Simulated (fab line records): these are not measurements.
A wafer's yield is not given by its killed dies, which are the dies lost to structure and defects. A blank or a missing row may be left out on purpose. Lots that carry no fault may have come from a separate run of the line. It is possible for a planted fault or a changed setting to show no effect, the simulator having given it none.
Which of the tools did it? | flow nandHarc | Sampling: 24 lots, 72 wafers, 6 of 1159 route steps

== WHAT EACH GAUGE READ, for each wafer ==
NHARC_A_SGD_CUT_OVL_MEAS_10.
lot  | measured     | on         | overlayXNm (nm) | overlayYNm (nm)
L074 | day 14 05:59 | overlay-01 | -1.0 -0.9 -0.6  | 0.2 0.2 -0.1
L075 | day 14 05:15 | overlay-01 | 1.0 0.8 0.9     | 0.0 -0.5 0.1
L078 | day 14 13:48 | overlay-02 | 0.0 0.4 0.2     | 0.3 0.2 0.1
L077 | day 14 15:49 | overlay-01 | 0.4 0.7 0.8     | -0.8 -1.2 -0.5
L076 | day 14 22:40 | overlay-02 | 0.9 1.0 0.9     | 0.7 1.2 0.6
L079 | day 15 02:18 | overlay-02 | -0.9 -0.7 -0.8  | 0.3 0.0 0.3
L081 | day 15 20:05 | overlay-02 | -1.0 -0.6 -0.8  | -1.4 -0.8 -0.9
L080 | day 16 00:14 | overlay-01 | 0.3 0.2 0.6     | -0.8 -0.1 -0.4
L084 | day 16 00:25 | overlay-02 | -0.8 -0.3 -0.4  | -1.7 -1.5 -1.7
L083 | day 16 00:40 | overlay-01 | -0.5 -0.7 -0.4  | -0.6 -0.3 0.1
L082 | day 16 01:55 | overlay-01 | 0.2 0.1 -0.3    | 0.9 1.0 0.4
L088 | day 17 02:24 | overlay-02 | -0.7 -0.2 -0.4  | 1.0 0.5 0.7
L087 | day 17 02:15 | overlay-02 | 0.4 0.5 0.3     | 1.6 1.8 1.5
L085 | day 17 15:10 | overlay-02 | 0.5 0.9 0.5     | 0.3 0.4 0.0
L086 | day 17 15:00 | overlay-01 | -0.6 -0.6 -0.1  | -0.1 -0.6 -0.2
L090 | day 17 22:17 | overlay-02 | 0.0 0.6 1.0     | -1.0 -1.1 -0.7
L089 | day 17 23:07 | overlay-01 | 1.7 1.3 0.7     | -0.9 -0.9 -0.2
L092 | day 17 21:36 | overlay-01 | 0.2 -0.2 0.0    | 1.3 0.7 0.8
L091 | day 17 21:55 | overlay-02 | -1.0 -1.0 -1.4  | -1.5 -1.5 -1.8
L094 | day 18 19:48 | overlay-01 | 0.3 0.4 0.4     | -0.8 -0.6 -0.5
L095 | day 18 19:29 | overlay-02 | -0.7 -0.1 -0.3  | 0.3 -0.2 0.1
L093 | day 18 20:30 | overlay-02 | 0.8 0.3 1.0     | 0.2 0.4 -0.5
L096 | day 18 19:38 | overlay-01 | 0.0 -0.4 0.2    | 0.4 0.4 0.0
L097 | day 19 17:04 | overlay-02 | 2.0 2.0 1.7     | 0.0 -0.4 -0.7

== EACH LOT AND THE TOOL THAT RAN IT (in order: tool; ch and the chambers of the sampled wafers; start) ==
lot  | NHARC_A_STAIRCASE_ETCH_292        | NHARC_A_STAIRCASE_ETCH_294                   | NHARC_A_STAIRCASE_DESCUM_312      | NHARC_A_STAIRCASE_ETCH_315                   | NHARC_A_STAIRCASE_DEP_325
L074 | rieDiel-08 ch 0,1,2, day 11 23:18 | rieDiel-08 ch 0,1,3, day 12 04:27 or earlier | rieDiel-01 ch 0,2,3, day 12 04:27 | rieDiel-01 ch 0,1,3, day 13 14:49 or earlier | pecvd-01 ch 0,1,2, day 13 14:49
L075 | rieDiel-01 ch 0,2, day 12 00:52   | rieDiel-01 ch 0,1, day 12 06:49 or earlier   | rieDiel-01 ch 1,2,3, day 12 06:49 | rieDiel-01 ch 0,1,2, day 13 14:50 or earlier | pecvd-04 ch 0,2, day 13 14:50
L078 | rieDiel-01 ch 2,3, day 12 08:28   | rieDiel-01 ch 1,2, day 12 14:34 or earlier   | rieDiel-01 ch 1,2,3, day 12 14:34 | rieDiel-01 ch 1,2,3, day 13 22:43 or earlier | pecvd-01 ch 1,2, day 13 22:43
L077 | rieDiel-08 ch 0,2,3, day 12 09:47 | rieDiel-08 ch 0,1,2, day 12 16:32 or earlier | rieDiel-02 ch 0,2,3, day 12 16:32 | rieDiel-02 ch 0,2,3, day 13 22:43 or earlier | pecvd-04 ch 0,2, day 13 22:43
L076 | rieDiel-02 ch 1,2,3, day 12 15:02 | rieDiel-02 ch 0,1,2, day 12 20:02 or earlier | rieDiel-02 ch 2,3, day 12 20:02   | rieDiel-02 ch 0,3, day 14 04:46 or earlier   | pecvd-04 ch 0,1,2, day 14 04:46
L079 | rieDiel-02 ch 0,1,2, day 12 18:25 | rieDiel-02 ch 1,2,3, day 12 23:49 or earlier | rieDiel-08 ch 0,2,3, day 12 23:49 | rieDiel-08 ch 1,3, day 14 11:37 or earlier   | pecvd-03 ch 0,2, day 14 11:37
L081 | rieDiel-08 ch 0,3, day 13 11:33   | rieDiel-08 ch 1,3, day 13 18:52 or earlier   | rieDiel-02 ch 0,2,3, day 13 18:52 | rieDiel-02 ch 0,2,3, day 15 06:22 or earlier | pecvd-01 ch 0,1,2, day 15 06:22
L080 | rieDiel-01 ch 0,1, day 13 18:53   | rieDiel-01 ch 1,2,3, day 14 00:46 or earlier | rieDiel-02 ch 2,3, day 14 00:46   | rieDiel-02 ch 1,2, day 15 11:08 or earlier   | pecvd-01 ch 0,1, day 15 11:08
L084 | rieDiel-01 ch 0,1,3, day 13 20:57 | rieDiel-01 ch 1,2, day 14 02:35 or earlier   | rieDiel-01 ch 0,3, day 14 02:35   | rieDiel-02 ch 0,1,3, day 14 03:24            | pecvd-03 ch 0,1,2, day 15 11:00
L083 | rieDiel-02 ch 0,1,2, day 13 22:45 | rieDiel-02 ch 0,2,3, day 14 03:43 or earlier | rieDiel-08 ch 0,1, day 14 03:43   | rieDiel-08 ch 0,1,3, day 15 10:35 or earlier | pecvd-04 ch 1,2, day 15 10:35
L082 | rieDiel-01 ch 1,2,3, day 13 22:45 | rieDiel-01 ch 1,2,3, day 14 06:28 or earlier | rieDiel-02 ch 0,2,3, day 14 06:28 | rieDiel-02 ch 0,2,3, day 15 10:34 or earlier | pecvd-01 ch 0,1,2, day 15 10:34
L088 | rieDiel-08 ch 2,3, day 14 20:57   | rieDiel-08 ch 0,2,3, day 15 03:36 or earlier | rieDiel-01 ch 0,1,3, day 15 03:36 | rieDiel-01 ch 1,2, day 16 12:00 or earlier   | pecvd-04 ch 0,1, day 16 12:00
L087 | rieDiel-01 ch 0,2,3, day 14 23:10 | rieDiel-01 ch 1,2, day 15 05:40 or earlier   | rieDiel-08 ch 0,3, day 15 05:40   | rieDiel-08 ch 0,2, day 16 12:00 or earlier   | pecvd-03 ch 0,1, day 16 12:00
L085 | rieDiel-01 ch 1,3, day 15 05:06   | rieDiel-01 ch 0,3, day 15 12:21 or earlier   | rieDiel-08 ch 1,3, day 15 12:21   | rieDiel-08 ch 0,1,3, day 17 01:02 or earlier | pecvd-03 ch 0,2, day 17 01:02
L086 | rieDiel-01 ch 0,2, day 15 05:44   | rieDiel-01 ch 2,3, day 15 14:03 or earlier   | rieDiel-01 ch 1,2, day 15 14:03   | rieDiel-01 ch 0,1,3, day 17 00:46 or earlier | pecvd-01 ch 0,1, day 17 00:46
L090 | rieDiel-02 ch 0,1,3, day 15 15:24 | rieDiel-02 ch 0,1,3, day 15 21:58 or earlier | rieDiel-01 ch 2,3, day 15 21:58   | rieDiel-01 ch 1,2,3, day 17 07:59 or earlier | pecvd-03 ch 0,1, day 17 07:59
L089 | rieDiel-02 ch 0,3, day 15 17:14   | rieDiel-02 ch 0,3, day 15 23:40 or earlier   | rieDiel-01 ch 0,1,3, day 15 23:40 | rieDiel-01 ch 0,1,2, day 17 07:53 or earlier | pecvd-04 ch 0,1,2, day 17 07:53
L092 | rieDiel-01 ch 1,2,3, day 15 20:13 | rieDiel-01 ch 0,2, day 16 01:36 or earlier   | rieDiel-01 ch 0,1,2, day 16 01:36 | rieDiel-01 ch 0,1,3, day 17 07:59 or earlier | pecvd-01 ch 1,2, day 17 07:59
L091 | rieDiel-02 ch 0,1,3, day 15 20:52 | rieDiel-02 ch 0,1,3, day 16 02:20 or earlier | rieDiel-08 ch 1,2,3, day 16 02:20 | rieDiel-08 ch 1,2,3, day 17 08:27 or earlier | pecvd-01 ch 0,1,2, day 17 08:27
L094 | rieDiel-01 ch 0,3, day 16 13:43   | rieDiel-01 ch 0,2, day 16 18:45 or earlier   | rieDiel-01 ch 0,1,2, day 16 18:45 | rieDiel-01 ch 1,2,3, day 18 02:34 or earlier | pecvd-03 ch 0,2, day 18 02:34
L095 | rieDiel-01 ch 1,2, day 16 15:34   | rieDiel-01 ch 0,2, day 16 21:17 or earlier   | rieDiel-08 ch 0,2, day 16 21:17   | rieDiel-08 ch 1,2,3, day 18 02:40 or earlier | pecvd-04 ch 1,2, day 18 02:40
L093 | rieDiel-08 ch 1,2, day 16 16:20   | rieDiel-08 ch 0,1, day 16 21:29 or earlier   | rieDiel-02 ch 0,3, day 16 21:29   | rieDiel-02 ch 0,2,3, day 18 02:19 or earlier | pecvd-01 ch 0,2, day 18 02:19
L096 | rieDiel-01 ch 1,2, day 16 17:07   | rieDiel-01 ch 1,2, day 16 23:02 or earlier   | rieDiel-02 ch 0,1,2, day 16 23:02 | rieDiel-02 ch 1,3, day 18 06:16 or earlier   | pecvd-01 ch 0,1, day 18 06:16
L097 | rieDiel-08 ch 0,1,3, day 17 06:46 | rieDiel-08 ch 0,1, day 17 12:11 or earlier   | rieDiel-08 ch 0,1,2, day 17 12:11 | rieDiel-08 ch 0,3, day 19 00:12 or earlier   | pecvd-01 ch 1,2, day 19 00:12
- NHARC_A_STAIRCASE_ETCH_292: etches the open film in CF4/CHF3.
- NHARC_A_STAIRCASE_ETCH_294: etches the open film in C4F8/O2/Ar, target depth 4992 nm, time 1212.4 s.
- NHARC_A_STAIRCASE_DESCUM_312: chemistry O2, time 3 s.
- NHARC_A_STAIRCASE_ETCH_315: etches the open film in C4F8/O2/Ar, target depth 2500 nm, time 607.1 s.
- NHARC_A_STAIRCASE_DEP_325: deposits SiO2, target thk 3800 nm.

== AS READ BY THE TOOLS THEMSELVES (means over the sampled wafers that have a number; for cases with no such wafer, the mark the record gives instead) ==
NHARC_A_STAIRCASE_ETCH_292.
lot  | tool       | chf3FlowSccm (sccm) | drypumpMotorCurrentA (A) | oesProductAu (a.u.) | rfVppV (V) | showerheadPlenumPTorr (Torr) | throttleValvePct (%)
L074 | rieDiel-08 | 29.99               | 5.7                      | 0.955               | 370.3      | 1.55                         | 16.796
L075 | rieDiel-01 | 30.06               | 6.1                      | 0.948               | 369.7      | 1.55                         | 16.808
L078 | rieDiel-01 | 30.03               | 5.8                      | 0.916               | 368.5      | 1.53                         | 16.798
L077 | rieDiel-08 | 30.02               | 5.8                      | 0.938               | 371.1      | 1.58                         | 16.799
L076 | rieDiel-02 | 29.95               | 6.0                      | 0.977               | 370.6      | 1.57                         | 16.806
L079 | rieDiel-02 | 30.09               | 5.7                      | 0.975               | 371.0      | 1.57                         | 16.808
L081 | rieDiel-08 | 30.07               | 5.8                      | 0.937               | 369.7      | 1.53                         | 16.806
L080 | rieDiel-01 | 29.98               | 6.0                      | 0.961               | 371.1      | 1.58                         | 16.795
L084 | rieDiel-01 | 29.97               | 5.9                      | 0.958               | 370.0      | 1.54                         | 16.808
L083 | rieDiel-02 | 30.04               | 5.7                      | 0.920               | 370.5      | 1.57                         | 16.797
L082 | rieDiel-01 | 30.12               | 5.7                      | 0.961               | 369.6      | 1.55                         | 16.798
L088 | rieDiel-08 | 29.99               | 5.5                      | 0.931               | 373.0      | 1.61                         | 16.802
L087 | rieDiel-01 | 29.95               | 6.0                      | 0.928               | 368.5      | 1.52                         | 16.808
L085 | rieDiel-01 | 29.97               | 5.6                      | 0.956               | 370.3      | 1.57                         | 16.800
L086 | rieDiel-01 | 30.05               | 6.1                      | 0.940               | 369.3      | 1.54                         | 16.801
L090 | rieDiel-02 | 29.98               | 5.8                      | 0.953               | 371.5      | 1.59                         | 16.797
L089 | rieDiel-02 | 29.93               | 5.8                      | 0.972               | 370.3      | 1.57                         | 16.811
L092 | rieDiel-01 | 30.00               | 5.7                      | 0.924               | 370.0      | 1.55                         | 16.805
L091 | rieDiel-02 | 30.00               | 5.8                      | 0.946               | 371.0      | 1.59                         | 16.802
L094 | rieDiel-01 | 29.95               | 6.2                      | 0.928               | 369.7      | 1.51                         | 16.803
L095 | rieDiel-01 | 30.05               | 5.8                      | 0.929               | 371.1      | 1.59                         | 16.800
L093 | rieDiel-08 | 30.00               | 5.3                      | 0.967               | 370.1      | 1.55                         | 16.801
L096 | rieDiel-01 | 29.87               | 5.8                      | 0.972               | 370.7      | 1.56                         | 16.801
L097 | rieDiel-08 | 30.09               | 5.5                      | 0.911               | 368.6      | 1.53                         | 16.796

NHARC_A_STAIRCASE_ETCH_294.
lot  | tool       | oesProductAu (a.u.) | rfVppV (V)
L074 | rieDiel-08 | 0.914               | 1823
L075 | rieDiel-01 | 0.924               | 1825
L078 | rieDiel-01 | 0.930               | 1828
L077 | rieDiel-08 | 0.923               | 1822
L076 | rieDiel-02 | 0.950               | 1827
L079 | rieDiel-02 | 0.925               | 1826
L081 | rieDiel-08 | 0.944               | 1825
L080 | rieDiel-01 | 0.942               | 1822
L084 | rieDiel-01 | 0.944               | 1830
L083 | rieDiel-02 | 0.931               | 1823
L082 | rieDiel-01 | 0.942               | 1823
L088 | rieDiel-08 | 0.926               | 1827
L087 | rieDiel-01 | 0.925               | 1826
L085 | rieDiel-01 | 0.921               | 1814
L086 | rieDiel-01 | 0.914               | 1818
L090 | rieDiel-02 | 0.927               | 1829
L089 | rieDiel-02 | 0.941               | 1826
L092 | rieDiel-01 | 0.921               | 1821
L091 | rieDiel-02 | 0.939               | 1829
L094 | rieDiel-01 | 0.929               | 1821
L095 | rieDiel-01 | 0.932               | 1820
L093 | rieDiel-08 | 0.933               | 1814
L096 | rieDiel-01 | 0.942               | 1825
L097 | rieDiel-08 | 0.922               | 1814

NHARC_A_STAIRCASE_DESCUM_312.
lot  | tool       | drypumpMotorCurrentA (A) | oesProductAu (a.u.) | rfVppV (V) | showerheadPlenumPTorr (Torr) | throttleValvePct (%)
L074 | rieDiel-01 | 6.0                      | 0.988               | 57.4       | 1.85                         | 11.306
L075 | rieDiel-01 | 5.7                      | 0.996               | 58.2       | 1.89                         | 11.310
L078 | rieDiel-01 | 5.7                      | 0.993               | 56.8       | 1.89                         | 11.321
L077 | rieDiel-02 | 5.7                      | 1.010               | 58.1       | 1.89                         | 11.306
L076 | rieDiel-02 | 6.0                      | 1.001               | 57.1       | 1.86                         | 11.318
L079 | rieDiel-08 | 5.8                      | 0.985               | 58.6       | 1.92                         | 11.300
L081 | rieDiel-02 | 5.7                      | 0.999               | 57.2       | 1.89                         | 11.314
L080 | rieDiel-02 | 6.1                      | 1.013               | 57.3       | 1.88                         | 11.313
L084 | rieDiel-01 | 6.2                      | 0.985               | 57.2       | 1.84                         | 11.310
L083 | rieDiel-08 | 5.4                      | 0.995               | 57.4       | 1.84                         | 11.303
L082 | rieDiel-02 | 5.7                      | 1.007               | 57.6       | 1.89                         | 11.309
L088 | rieDiel-01 | 5.9                      | 0.994               | 57.1       | 1.87                         | 11.310
L087 | rieDiel-08 | 5.8                      | 0.994               | 58.3       | 1.85                         | 11.307
L085 | rieDiel-08 | 5.2                      | 0.993               | 57.6       | 1.92                         | 11.317
L086 | rieDiel-01 | 5.8                      | 1.006               | 58.3       | 1.93                         | 11.312
L090 | rieDiel-01 | 5.8                      | 0.986               | 57.0       | 1.85                         | 11.308
L089 | rieDiel-01 | 5.9                      | 0.999               | 57.8       | 1.87                         | 11.312
L092 | rieDiel-01 | 6.1                      | 0.995               | 59.0       | 1.90                         | 11.316
L091 | rieDiel-08 | 5.4                      | 1.000               | 58.0       | 1.92                         | 11.315
L094 | rieDiel-01 | 6.1                      | 1.008               | 58.1       | 1.89                         | 11.317
L095 | rieDiel-08 | 6.0                      | 1.003               | 57.2       | 1.90                         | 11.309
L093 | rieDiel-02 | 5.5                      | 0.992               | 57.1       | 1.91                         | 11.312
L096 | rieDiel-02 | 5.7                      | 0.997               | 58.5       | 1.90                         | 11.315
L097 | rieDiel-08 | 5.7                      | 0.995               | 57.3       | 1.87                         | 11.301

NHARC_A_STAIRCASE_ETCH_315.
lot  | tool       | oesProductAu (a.u.) | rfVppV (V)
L074 | rieDiel-01 | 0.921               | 1823
L075 | rieDiel-01 | 0.923               | 1826
L078 | rieDiel-01 | 0.932               | 1823
L077 | rieDiel-02 | 0.959               | 1825
L076 | rieDiel-02 | 0.947               | 1828
L079 | rieDiel-08 | 0.917               | 1824
L081 | rieDiel-02 | 0.933               | 1823
L080 | rieDiel-02 | 0.924               | 1829
L084 | rieDiel-02 | 0.931               | 1830
L083 | rieDiel-08 | 0.921               | 1821
L082 | rieDiel-02 | 0.932               | 1824
L088 | rieDiel-01 | 0.938               | 1826
L087 | rieDiel-08 | 0.927               | 1819
L085 | rieDiel-08 | 0.920               | 1821
L086 | rieDiel-01 | 0.926               | 1821
L090 | rieDiel-01 | 0.923               | 1822
L089 | rieDiel-01 | 0.933               | 1825
L092 | rieDiel-01 | 0.940               | 1821
L091 | rieDiel-08 | 0.928               | 1828
L094 | rieDiel-01 | 0.925               | 1822
L095 | rieDiel-08 | 0.920               | 1827
L093 | rieDiel-02 | 0.932               | 1822
L096 | rieDiel-02 | 0.928               | 1832
L097 | rieDiel-08 | 0.923               | 1824

NHARC_A_STAIRCASE_DEP_325.
lot  | tool     | heaterPowerW (W)
L074 | pecvd-01 | 629
L075 | pecvd-04 | 632
L078 | pecvd-01 | 551
L077 | pecvd-04 | 630
L076 | pecvd-04 | 571
L079 | pecvd-03 | 629
L081 | pecvd-01 | 625
L080 | pecvd-01 | 650
L084 | pecvd-03 | 599
L083 | pecvd-04 | 566
L082 | pecvd-01 | 606
L088 | pecvd-04 | 504
L087 | pecvd-03 | 666
L085 | pecvd-03 | 593
L086 | pecvd-01 | 674
L090 | pecvd-03 | 603
L089 | pecvd-04 | 590
L092 | pecvd-01 | 589
L091 | pecvd-01 | 623
L094 | pecvd-03 | 564
L095 | pecvd-04 | 615
L093 | pecvd-01 | 674
L096 | pecvd-01 | 640
L097 | pecvd-01 | 540

== THE ANSWER, worked out from the rows above alone ==
Rule: the lots themselves supply what counts as usual. The widest of any qualifying gaps counts: lots, ordered by their means at a reading, are off when they make up no more than a third of the lots, leave a main group of 4 or more, and stand apart from it by 3 or more times the standard deviation of that group's means. A main group is skipped when, at the precision printed for the reading in the tables above, its means are all equal. Also off: a lot with no number at a reading for which 4 or more lots have one. Where the step has rows for the other lots, those lots are counted as sound. First the gauges in route order, then the tools' own readings, where a lot's mean is used as printed above. The first step at which some lot is off is used, and at that step the reading that is off furthest; a lot without a number counts as furthest.
Nothing can be told from this: no lot is off at any reading shown.

== WHAT THE SIMULATOR HAD PUT IN ==
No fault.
